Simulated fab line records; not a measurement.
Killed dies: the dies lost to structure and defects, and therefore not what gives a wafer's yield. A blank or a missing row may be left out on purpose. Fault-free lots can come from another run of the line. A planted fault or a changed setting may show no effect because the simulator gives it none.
A struck lot beside a sound one / flow nand-harc / 15 steps out of a route of 1302
Sound: these wafers, L697.1, L697.3, L697.5. Wafers struck: L713.1, L713.4, L713.5. Last of all comes the cause.
Per side, at each step with rows, come the tool, then ch with its chambers, and then its first start. Under that, the readings that differ: sound wafers / struck wafers / difference of the means / sigmas: that difference in standard deviations of wafers without a fault.
alike: words and numbers the same on both sides, and readings whose means are apart by under 2 such deviations; not compared: readings that were withheld, readings missing a value for some wafer, numbers with overlapping values and no deviation given by the record, and bounds like >300 which may hide the same value.
The two part at a step that has a row with sigmas, a row that says differs or no value, or rows on one side only. Numbers that have no deviation but don't overlap get no sigmas and don't part them. Lack of a reading on every wafer of one side parts them only where that side has two or more wafers.

NHARC_A_DECK1_JOINT_ETCHBACK_00: etches the open film in HBr, target depth 30 nm, time 17.4 s.
  sound on rie-si-01 ch 0,1,3, day 13 13:40; struck on rie-si-01 ch 1,2,3, day 20 01:31
  alike: drypump-motor-current-A, oes-product-au, throttle-valve-pct
  not compared: rf-hours-counter-h
then, 8 steps without rows for these wafers: NHARC_A_DECK1_JOINT_PRECLEAN_30 (cleans in SC1); NHARC_A_DECK1_JOINT_SRD_31; NHARC_A_DECK1_JOINT_CVD_34 (deposits SiNx, target thk 20 nm); NHARC_A_DECK1_JOINT_DEP_06 (deposits SiOx, target thk 80 nm); NHARC_A_DECK1_JOINT_CURE_26 (time 32 s); NHARC_A_DECK1_JOINT_ANNEAL_27 (time 3600 s); NHARC_A_DECK1_JOINT_ANNEAL_28 (time 1800 s); NHARC_A_DECK1_JOINT_ANNEAL_29 (time 1800 s).
NHARC_A_DECK1_JOINT_CMP_02: polishes SiOx.
  sound on cmp-03 ch 0,1,3, day 14 09:25; struck on cmp-03 ch 1,2,3, day 20 23:17
  alike: edge-zone-pressure-frac, motor-current-A, slurry-filter-dp-kPa
  not compared: pad-life-wafers
then, 1 step without rows for these wafers: NHARC_A_DECK1_JOINT_SRD_15.
NHARC_A_DECK1_JOINT_DEP_16: deposits SiO2, target thk 45 nm.
  sound on pecvd-04 ch 0,1,2, day 14 09:49; struck on pecvd-04 ch 0,2, day 20 23:43
  alike: heater-power-w, throttle-valve-pct
NHARC_A_DECK1_JOINT_THK_MEAS_17: measures by ellipsometry.
  sound on film-metro-02 at day 14 10:05; struck on film-metro-01 at day 20 23:58
reading=thk-nm (nm); sound=46.1 43.7 44.0; struck=30.7 32.1 31.0; difference=-13.3; sigmas=-12
NHARC_A_DECK1_JOINT_INSPECT_05:
  sound on defect-inspect-02 at day 14 10:07; struck on defect-inspect-02 at day 21 00:00
  alike: raw-defect-count
NHARC_END_SORT_01:
  the record has rows for the sound wafers here (prober-02 ch 0, day 25 20:18) and none for the struck ones

== WHERE THEY PART ==
Last at NHARC_END_SORT_01 as far as this record goes, first at NHARC_A_DECK1_JOINT_THK_MEAS_17.

WHY: what had been put in by the simulator
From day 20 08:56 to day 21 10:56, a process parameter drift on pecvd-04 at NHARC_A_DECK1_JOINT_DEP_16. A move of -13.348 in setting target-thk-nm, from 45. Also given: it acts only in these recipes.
